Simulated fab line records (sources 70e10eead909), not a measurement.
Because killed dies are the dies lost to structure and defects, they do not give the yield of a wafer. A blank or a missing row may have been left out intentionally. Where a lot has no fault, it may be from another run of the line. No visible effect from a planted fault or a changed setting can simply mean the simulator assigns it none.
fab line records | flow nand-harc
record lots=15 wafers=45 last-day=33
route steps=1302 shown HYBRID_BOND@1237 THIN_TSV@1256
lots untouched by any fault: they come from a run of this same line in which no faults occurred
start-h: start of the lot's first displayed wafer, in hours after the record's first day | wait-h: hours elapsed since this lot's preceding step | " identical to the entry in the row above | L1.1+2: a single row standing in for several wafers | - no value present, or no start provided | * or withheld: withheld | < > ~ a bound
route shown NAME@n: names a module that has steps shown in the file, with the first one's number in the route | usual: mean and standard deviation over wafers with no fault | same: alike in all rows | chamber/n: place in a boat | sites: the reading at each site | _std_site: how widely they spread, as a standard deviation | _edge_site: mean of outer sites minus mean of inner sites | radius-mm: for every site, how far away it sits from the centre of the wafer | mask NAME#n: copy n | behind: the tool/chamber that last shaped the wafer | hold: reason for holding the lot/hours on hold/outcome of the hold | device: the n, p or np transistor that did not switch | end of line: the same wafers' tests at the end of the route | a step without rows: its recipe alone | killed: the dies lost at the first sort to structure and to defects; this is not the yield of the wafer | map: a wafer's dies, marking killed ones x, the rest . and places with no die _
set.NAME: the setting that was run; set.NAME@STEP: the one run at that earlier step | model.NAME: the simulator's own value behind a step, which no gauge read
the route's steps for a sample of lots (tables are steps, rows are wafers)
services: the hour from which a tool's chamber was out of use, counted from the record's first day as start-h (under 0 if before that day), plus the number of hours and why
## steps
# step NHARC_HYBRID_BOND_ACTIVATE_00
# recipe time-s=60 n2-flow-sccm=200 ar-flow-sccm=0 bias-power-w=0 chemistry=N2
# usual drypump-motor-current-A=5.9/0.37 n2-flow-sccm=200.0/0.57 oes-product-au=0.998/0.01 rf-vpp-V=64.1/0.9 showerhead-plenum-p-Torr=1.74/0.068
# columns lot.wafer tool chamber start-h wait-h drypump-motor-current-A n2-flow-sccm oes-product-au rf-hours-counter-h rf-vpp-V showerhead-plenum-p-Torr
L814.2 rie-diel-05 1 540.92 0.1 6.0 198.9 0.973 40 64.4 1.66
L814.6 " 1 " " 6.0 199.1 0.981 - 63.8 1.66
L814.5 " 2 " " 6.1 200.6 1.002 - 64.8 1.88
L813.2 rie-diel-06 2 543.90 0.1 5.8 200.4 0.998 5 62.4 1.69
L813.3 " 3 " " 6.5 198.8 1.002 5 64.1 1.73
L813.6 " 2 " " 5.8 200.5 0.997 - 65.1 1.69
L815.1 rie-diel-06 2 567.51 0.1 5.8 199.4 1.003 7 64.4 1.69
L815.3 " 0 " " 5.9 199.6 0.973 7 62.9 1.73
L815.5 " 2 " " 5.8 199.6 0.996 - 63.7 1.69
L817.2 rie-diel-05 3 573.82 0.1 5.9 199.7 0.983 44 64.2 1.80
L817.6 " 2 " " 6.1 200.1 1.023 - 64.8 1.88
L817.5 " 3 " " 5.8 200.5 0.994 - 63.4 1.80
L822.3 rie-diel-06 1 633.55 0.1 5.6 201.1 1.005 12 64.8 1.84
L822.1 " 0 " " 5.9 200.9 0.995 14 64.6 1.73
L822.6 " 2 " " 5.8 200.1 0.983 - 65.4 1.68
L825.1 rie-diel-06 2 649.99 0.1 5.8 199.5 1.010 15 64.0 1.68
L825.2 " 0 " " 6.0 199.2 0.976 15 63.4 1.73
L825.6 " 1 " " 5.6 199.4 1.007 - 63.9 1.84
L824.3 rie-diel-05 3 655.35 0.1 5.8 200.5 0.999 22 63.8 1.80
L824.1 " 0 " " 5.8 200.0 1.002 22 63.7 1.64
L824.2 " 1 " " 6.0 199.8 0.987 21 61.3 1.65
L827.1 rie-diel-09 2 669.09 0.1 6.0 199.6 0.992 50 64.1 1.73
L827.3 " 3 " " 5.0 199.7 0.995 53 65.1 1.80
L827.2 " 1 " " 5.2 199.4 1.004 58 64.0 1.69
L826.2 rie-diel-06 2 670.93 0.1 5.8 199.5 1.006 0 63.4 1.68
L826.6 " 1 " " 5.6 199.8 1.005 - 64.4 1.84
L826.5 " 2 " " 5.8 199.6 1.018 - 63.4 1.68
L828.3 rie-diel-06 3 688.84 0.1 6.5 199.9 1.014 2 63.3 1.73
L828.1 " 2 " " 5.8 200.6 1.004 2 63.6 1.68
L828.5 " 0 " " 6.0 199.8 1.004 - 65.5 1.73
L831.1 rie-diel-06 3 700.57 0.2 6.6 198.8 1.001 3 63.5 1.73
L831.6 " 1 " " 5.6 199.4 1.016 - 64.5 1.84
L831.5 " 2 " " 5.8 200.2 1.007 - 62.3 1.68
L829.3 rie-diel-09 3 700.88 0.1 5.0 200.2 0.991 4 63.4 1.79
L829.6 " 2 " " 6.0 200.8 1.020 - 64.7 1.73
L829.4 " 0 " " 6.3 200.3 1.008 - 64.5 1.68
L833.4 rie-diel-06 1 744.23 0.1 5.6 200.4 0.994 7 65.4 1.84
L833.3 " 3 " " 6.5 199.7 0.997 6 63.4 1.72
L833.1 " 0 " " 6.0 200.1 0.999 7 64.8 1.73
L835.3 rie-diel-06 0 750.74 0.1 6.0 200.5 1.003 8 64.6 1.73
L835.4 " 3 " " 6.6 199.4 1.006 - 63.3 1.73
L835.5 " 0 " " 6.0 200.1 1.001 - 64.3 1.73
L834.3 rie-diel-06 3 759.40 0.1 6.6 200.4 1.000 7 64.7 1.73
L834.2 " 0 " " 5.9 200.8 1.005 8 63.9 1.73
L834.1 " 2 " " 5.8 201.1 1.002 7 62.5 1.68
# step NHARC_THIN_TSV_EXPOSE_09
# recipe na=0.55 dose-mj=30.7 mask-id=TSV
# usual exposure-dose-mJ-cm2=30.704/0.028 focus-offset-nm=-0.1/0.5 reticle-temp-C=22.98/0.12
# columns lot.wafer tool chamber start-h wait-h mask exposure-dose-mJ-cm2 focus-offset-nm reticle-temp-C
L814.2 krf-scanner-01 0 587.34 - TSV#0 30.694 -0.5 22.96
L814.5 " 0 " " TSV#0 30.753 1.1 23.05
L814.6 " 0 " " TSV#0 30.668 0.1 23.19
L813.2 krf-scanner-02 0 588.49 - TSV#0 30.729 0.0 22.85
L813.3 " 0 " " TSV#0 30.743 0.5 23.06
L813.6 " 0 " " TSV#0 30.733 -0.6 22.78
L815.1 krf-scanner-04 0 589.71 - TSV#0 30.701 -1.4 23.25
L815.3 " 0 " " TSV#0 30.718 -0.5 22.97
L815.5 " 0 " " TSV#0 30.736 0.5 23.18
L817.2 krf-scanner-04 0 591.98 - TSV#0 30.713 -0.3 22.90
L817.5 " 0 " " TSV#0 30.683 0.6 22.94
L817.6 " 0 " " TSV#0 30.660 0.0 22.87
L822.1 krf-scanner-02 - 646.51 - TSV#0 - - -
L822.3 " - " " TSV#0 - - -
L822.6 " - " " TSV#0 - - -
L825.1 krf-scanner-02 - 661.87 - TSV#0 - - -
L825.2 " - " " TSV#0 - - -
L825.6 " - " " TSV#0 - - -
L824.1 krf-scanner-02 - 669.87 - TSV#0 - - -
L824.2 " - " " TSV#0 - - -
L824.3 " - " " TSV#0 - - -
L827.1 krf-scanner-01 0 683.31 - TSV#0 30.693 -0.1 22.96
L827.2 " 0 " " TSV#0 30.714 -0.2 23.00
L827.3 " 0 " " TSV#0 30.718 -0.2 23.08
L826.2 krf-scanner-01 0 684.39 - TSV#0 30.702 0.0 23.01
L826.5 " 0 " " TSV#0 30.730 -0.4 22.93
L826.6 " 0 " " TSV#0 30.753 0.0 23.01
L828.1 krf-scanner-02 0 700.98 - TSV#0 30.683 0.3 22.89
L828.3 " 0 " " TSV#0 30.705 0.7 22.91
L828.5 " 0 " " TSV#0 30.731 0.2 22.92
L829.3 krf-scanner-04 0 711.86 - TSV#0 30.772 -1.0 23.02
L829.4 " 0 " " TSV#0 30.716 0.4 23.01
L829.6 " 0 " " TSV#0 30.727 -0.8 22.94
L831.1 krf-scanner-01 0 713.05 - TSV#0 30.703 -0.5 23.05
L831.5 " 0 " " TSV#0 30.665 0.0 23.03
L831.6 " 0 " " TSV#0 30.688 0.9 22.90
L833.1 krf-scanner-04 0 756.45 - TSV#0 30.718 -0.5 22.90
L833.3 " 0 " " TSV#0 30.727 0.6 22.86
L833.4 " 0 " " TSV#0 30.680 -0.8 22.98
L835.3 krf-scanner-01 0 764.00 - TSV#0 30.682 -0.1 23.03
L835.4 " 0 " " TSV#0 30.677 0.1 23.15
L835.5 " 0 " " TSV#0 30.694 -0.7 23.03
L834.1 krf-scanner-01 0 771.19 - TSV#0 30.693 -0.1 22.76
L834.2 " 0 " " TSV#0 30.724 -0.4 22.99
L834.3 " 0 " " TSV#0 30.723 0.5 22.82
# step NHARC_THIN_TSV_CD_MEAS_12
# recipe target-cd-nm=1000 landing-energy-ev=500
# usual cd-nm=1001.5/1.4
# columns lot.wafer tool chamber start-h wait-h cd-nm
L814.2 cd-sem-02 0 587.49 - 999.8
L814.5 " 0 " " 1001.0
L814.6 " 0 " " 1000.0
L813.2 cd-sem-02 0 588.65 - 1002.6
L813.3 " 0 " " 1001.2
L813.6 " 0 " " 1001.4
L815.1 cd-sem-02 0 589.86 - 1000.6
L815.3 " 0 " " 999.9
L815.5 " 0 " " 1002.0
L817.2 cd-sem-03 0 592.13 - 1001.6
L817.5 " 0 " " 1000.9
L817.6 " 0 " " 1002.7
L822.1 cd-sem-02 0 646.67 - -
L822.3 " 0 " " -
L822.6 " 0 " " -
L825.1 cd-sem-01 0 662.02 - -
L825.2 " 0 " " -
L825.6 " 0 " " -
L824.1 cd-sem-02 0 670.03 - -
L824.2 " 0 " " -
L824.3 " 0 " " -
L827.1 cd-sem-03 0 683.47 - 1000.7
L827.2 " 0 " " 999.6
L827.3 " 0 " " 1000.3
L826.2 cd-sem-01 0 684.55 - 1001.3
L826.5 " 0 " " 1000.9
L826.6 " 0 " " 1000.2
L828.1 cd-sem-01 0 701.13 - 1003.3
L828.3 " 0 " " 1003.7
L828.5 " 0 " " 1002.3
L829.3 cd-sem-02 0 712.01 - 1000.4
L829.4 " 0 " " 1000.4
L829.6 " 0 " " 1000.5
L831.1 cd-sem-02 0 713.21 - 1002.6
L831.5 " 0 " " 1002.1
L831.6 " 0 " " 1001.2
L833.1 cd-sem-02 0 756.60 - 1003.3
L833.3 " 0 " " 1000.6
L833.4 " 0 " " 1000.9
L835.3 cd-sem-01 0 764.15 - 1002.6
L835.4 " 0 " " 1000.9
L835.5 " 0 " " 998.1
L834.1 cd-sem-01 0 771.35 - 1003.3
L834.2 " 0 " " 1000.5
L834.3 " 0 " " 1004.8
# step NHARC_THIN_TSV_DESCUM_14
# recipe time-s=3 o2-flow-sccm=200 ar-flow-sccm=0 bias-power-w=0 chemistry=O2
# usual drypump-motor-current-A=5.6/0.34 oes-product-au=0.996/0.0082 rf-vpp-V=57.9/0.88 showerhead-plenum-p-Torr=1.94/0.08 throttle-valve-pct=11.312/0.0097
# columns lot.wafer tool chamber start-h wait-h drypump-motor-current-A oes-product-au rf-hours-counter-h rf-vpp-V showerhead-plenum-p-Torr throttle-valve-pct
L814.2 rie-diel-10 3 587.66 - 5.4 0.998 8.2 57.8 2.05 11.305
L814.5 " 2 " " 5.4 1.000 - 59.0 2.03 11.316
L814.6 " 3 " " 5.4 1.002 - 58.2 2.05 11.311
L813.2 rie-diel-11 2 588.81 - 6.1 1.001 8.4 57.0 1.80 11.314
L813.3 " 3 " " 6.0 0.987 7.3 57.5 1.86 11.308
L813.6 " 1 " " 5.5 0.998 - 57.2 1.95 11.329
L815.3 rie-diel-10 1 590.04 - 5.3 1.009 9.1 57.2 1.88 11.308
L815.1 " 2 " " 5.4 1.008 8.1 59.5 2.03 11.314
L815.5 " 3 " " 5.4 1.004 - 59.4 2.05 11.305
L817.2 rie-diel-07 1 592.30 - 5.6 0.981 4.6 57.1 2.01 11.342
L817.5 " 0 " " 6.4 0.989 - 57.9 1.92 11.310
L817.6 " 2 " " 5.3 0.993 - 58.7 1.98 11.302
L822.3 rie-diel-10 0 646.84 - 5.3 0.987 2.3 57.5 1.83 11.321
L822.1 " 2 " " 5.4 1.002 3.0 59.5 2.03 11.302
L822.6 " 0 " " 5.3 0.985 - 58.4 1.83 11.314
L825.1 rie-diel-11 1 662.18 - 5.5 1.003 3.3 59.0 1.95 11.308
L825.2 " 3 " " 6.0 0.992 3.5 55.8 1.86 11.315
L825.6 " 1 " " 5.5 1.007 - 58.0 1.95 11.316
L824.1 rie-diel-07 3 670.19 - 5.9 0.995 0.7 56.7 1.89 11.322
L824.2 " 0 " " 6.4 1.002 0.6 56.9 1.92 11.306
L824.3 " 1 " " 5.6 0.990 0.5 58.9 2.00 11.336
L827.2 rie-diel-10 2 683.62 - 5.4 1.009 5.2 58.0 2.03 11.316
L827.1 " 0 " " 5.2 0.985 4.3 57.8 1.83 11.305
L827.3 " 1 " " 5.4 0.996 3.0 57.4 1.88 11.307
L826.2 rie-diel-07 3 684.70 - 6.0 0.993 1.7 57.1 1.89 11.299
L826.6 " 3 " " 5.9 0.992 - 57.0 1.89 11.319
L826.5 " 0 " " 6.4 0.995 - 58.1 1.92 11.304
L828.1 rie-diel-10 1 701.29 - 5.3 0.990 3.8 57.4 1.88 11.303
L828.3 " 3 " " 5.4 0.990 3.6 58.8 2.05 11.308
L828.5 " 2 " " 5.4 1.003 - 59.1 2.03 11.309
L829.4 rie-diel-07 2 712.16 - 5.3 0.987 3.1 58.2 1.98 11.317
L829.3 " 0 " " 6.4 0.999 3.0 57.2 1.92 11.322
L829.6 " 2 " " 5.3 1.001 - 58.6 1.98 11.304
L831.1 rie-diel-07 1 713.37 - 5.6 0.981 3.1 58.1 2.00 11.311
L831.5 " 1 " " 5.6 0.979 - 59.3 2.00 11.336
L831.6 " 2 " " 5.3 1.008 - 58.6 1.98 11.305
L833.1 rie-diel-11 0 756.76 - 5.8 1.010 8.5 58.9 2.04 11.298
L833.3 " 1 " " 5.5 0.996 8.4 57.1 1.95 11.296
L833.4 " 3 " " 5.9 0.998 7.8 57.1 1.86 11.320
L835.3 rie-diel-11 1 764.32 - 5.5 0.985 9.4 58.6 1.95 11.295
L835.4 " 3 " " 6.0 1.005 8.4 58.7 1.86 11.298
L835.5 " 0 " " 5.8 0.994 - 57.8 2.03 11.313
L834.3 rie-diel-10 2 771.51 - 5.4 1.008 9.7 57.1 2.03 11.308
L834.1 " 3 " " 5.5 0.982 7.7 58.7 2.05 11.307
L834.2 " 1 " " 5.3 1.004 7.5 57.6 1.88 11.305
## services
# columns tool chamber start-h hours kind
rie-diel-10 3 521.00 3.3 repair
rie-diel-10 1 540.00 4.2 repair
rie-diel-06 - 573.89 0.1 repair
rie-diel-07 3 588.84 4.2 repair
krf-scanner-01 - 589.84 3.2 repair
rie-diel-10 - 596.97 9.0 pm
rie-diel-07 1 610.61 13.4 repair
krf-scanner-02 - 612.76 4.0 pm
rie-diel-07 3 630.05 4.0 repair
rie-diel-06 - 645.06 0.9 repair
rie-diel-07 - 648.20 9.0 pm
krf-scanner-01 - 650.08 0.8 repair
krf-scanner-01 - 656.00 4.0 pm
rie-diel-06 - 661.35 9.0 pm
rie-diel-10 1 665.18 12.1 repair
rie-diel-10 3 668.56 16.0 repair
krf-scanner-02 - 681.45 1.9 repair
rie-diel-10 - 687.81 0.8 repair
rie-diel-07 - 688.35 1.0 repair
rie-diel-06 1 748.54 2.9 repair
rie-diel-07 0 755.16 5.4 repair
rie-diel-07 1 760.92 5.6 repair
rie-diel-06 3 765.74 5.5 repair
rie-diel-07 1 767.12 35.9 repair
## key
first-sign step=NHARC_THIN_TSV_EXPOSE_09 reading=tool-record direction=missing
effect none on later readings
met-at NHARC_THIN_TSV_EXPOSE_09
struck-lots L822,L824,L825
later-rows-left-out L822.1,L822.3,L822.6,L824.1,L824.2,L824.3,L825.1,L825.2,L825.6
sort-left-out L822.1,L822.3,L822.6,L824.1,L824.2,L824.3,L825.1,L825.2,L825.6
not-acting-at NHARC_HYBRID_BOND_ACTIVATE_00,NHARC_THIN_TSV_CD_MEAS_12,NHARC_THIN_TSV_DESCUM_14
onset-between 588.49 646.51
fault kind=skipped-step-whole tool=krf-scanner-02 chamber=- onset-h=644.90 steps=NHARC_THIN_TSV_EXPOSE_09 scope=struck-lots-only
# sort-left-out: the simulated sort isn't trusted on such a fault, so these wafers' sort isn't shown, and their yield isn't known
# later-rows-left-out: the simulator's readings of these wafers behind a module that went badly wrong aren't trusted and aren't shown, but for the sort
